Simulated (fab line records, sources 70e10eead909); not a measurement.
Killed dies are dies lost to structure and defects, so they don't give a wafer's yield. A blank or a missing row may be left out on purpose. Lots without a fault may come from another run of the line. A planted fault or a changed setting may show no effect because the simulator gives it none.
Tool commonality check | flow nand_harc | 6 lots, 18 wafers sampled

WHY IT WAS OPENED
At NHARC_END_SORT_01 the reading killed_at_array is flagged on 2 of 6 lots. Wafers without a fault read 56, standard deviation 20.
Rule: a lot is flagged when every wafer of it that has a number lies more than 4 standard deviations from that mean, or none has a number. The other lots count as sound.

lot  | measured     | on        | killed_at_array, wafer by wafer | flag
L939 | day 25 04:04 | prober-02 | 82 81 59                        |
L941 | day 26 10:28 | prober-01 | 78 59 63                        |
L944 | day 27 01:59 | prober-02 | 57 43 57                        |
L945 | day 27 09:34 | prober-01 | 68 59 48                        |
L951 | day 30 15:02 | prober-01 | 671 675 671                     | FLAGGED
L953 | day 31 01:58 | prober-02 | 675 675 675                     | FLAGGED
The numbers of the flagged lots are 674 on average: +618 against the usual, or +31 standard deviations.

WHICH TOOL RAN EACH LOT
The record holds 4 process steps before the reading, out of a route of 1302 steps. In each cell: the tool, then ch and the chambers that the sampled wafers went through, then the start.
lot  | flag    | NHARC_A_CONTACT_ETCH_127             | NHARC_A_CONTACT_ETCH_128             | NHARC_A_CONTACT_ETCH_130             | NHARC_A_CONTACT_ETCH_97
L939 |         | har_cap_etch-03 ch 0,1, day 22 20:00 | har_cap_etch-03 ch 0,1, day 22 20:11 | har_cap_etch-03 ch 0,1, day 22 20:32 | rie_diel-07 ch 0,1,3, day 25 04:04 or earlier
L941 |         | har_cap_etch-03 ch 0,1, day 23 21:47 | har_cap_etch-03 ch 0,1, day 23 21:58 | har_cap_etch-03 ch 0,1, day 23 22:19 | rie_diel-07 ch 0,1,3, day 26 10:28 or earlier
L944 |         | har_cap_etch-01 ch 0,1, day 24 17:38 | har_cap_etch-01 ch 0,1, day 24 17:48 | har_cap_etch-01 ch 0,1, day 24 18:10 | rie_diel-07 ch 0,1,3, day 27 01:59 or earlier
L945 |         | har_cap_etch-03 ch 0,1, day 24 21:04 | har_cap_etch-03 ch 0,1, day 24 21:14 | har_cap_etch-03 ch 0,1, day 24 21:35 | rie_diel-01 ch 0,2,3, day 27 09:34 or earlier
L951 | FLAGGED | har_cap_etch-01 ch 0,1, day 28 07:37 | har_cap_etch-01 ch 0,1, day 28 07:47 | har_cap_etch-01 ch 0,1, day 28 08:08 | rie_diel-01 ch 2,3, day 28 09:37
L953 | FLAGGED | har_cap_etch-02 ch 0, day 28 14:56   | har_cap_etch-02 ch 0, day 28 15:06   | har_cap_etch-02 ch 0, day 28 15:28   | rie_diel-07 ch 0,2,3, day 31 01:58 or earlier
What these steps do:
- NHARC_A_CONTACT_ETCH_127: etches the open film in C4F8/O2/Ar, time 197 s, target depth 1918 nm.
- NHARC_A_CONTACT_ETCH_128: etches the open film in C4F8/O2/Ar, time 197 s, target depth 1918 nm.
- NHARC_A_CONTACT_ETCH_130: etches the open film in C4F8/O2/Ar, time 197 s, target depth 1918 nm.
- NHARC_A_CONTACT_ETCH_97: etches the open film in C4F6/O2, target depth 20 nm, time 10 s.
- NHARC_END_SORT_01

FLAGGED OVER TOTAL, TOOL BY TOOL (the gauges that took the reading come last)
step                     | tool            | lots run | flagged | share of the flagged lots | sound lots run after its first flagged lot
NHARC_A_CONTACT_ETCH_127 | har_cap_etch-01 | 2        | 1       | some                      | 0
NHARC_A_CONTACT_ETCH_127 | har_cap_etch-02 | 1        | 1       | some                      | 0
NHARC_A_CONTACT_ETCH_127 | har_cap_etch-03 | 3        | 0       | none                      | -
NHARC_A_CONTACT_ETCH_128 | har_cap_etch-01 | 2        | 1       | some                      | 0
NHARC_A_CONTACT_ETCH_128 | har_cap_etch-02 | 1        | 1       | some                      | 0
NHARC_A_CONTACT_ETCH_128 | har_cap_etch-03 | 3        | 0       | none                      | -
NHARC_A_CONTACT_ETCH_130 | har_cap_etch-01 | 2        | 1       | some                      | 0
NHARC_A_CONTACT_ETCH_130 | har_cap_etch-02 | 1        | 1       | some                      | 0
NHARC_A_CONTACT_ETCH_130 | har_cap_etch-03 | 3        | 0       | none                      | -
NHARC_A_CONTACT_ETCH_97  | rie_diel-01     | 2        | 1       | some                      | 0
NHARC_A_CONTACT_ETCH_97  | rie_diel-07     | 4        | 1       | some                      | 0
NHARC_END_SORT_01        | prober-01       | 3        | 1       | some                      | 0
NHARC_END_SORT_01        | prober-02       | 3        | 1       | some                      | 0
NHARC_A_CONTACT_ETCH_97 gives no start for some lots, so the hours and the order of its lots are those of NHARC_END_SORT_01.

WHAT THE TABLE ALLOWS
No row of the table ran every flagged lot.

WHAT THE SIMULATOR HAD PUT IN
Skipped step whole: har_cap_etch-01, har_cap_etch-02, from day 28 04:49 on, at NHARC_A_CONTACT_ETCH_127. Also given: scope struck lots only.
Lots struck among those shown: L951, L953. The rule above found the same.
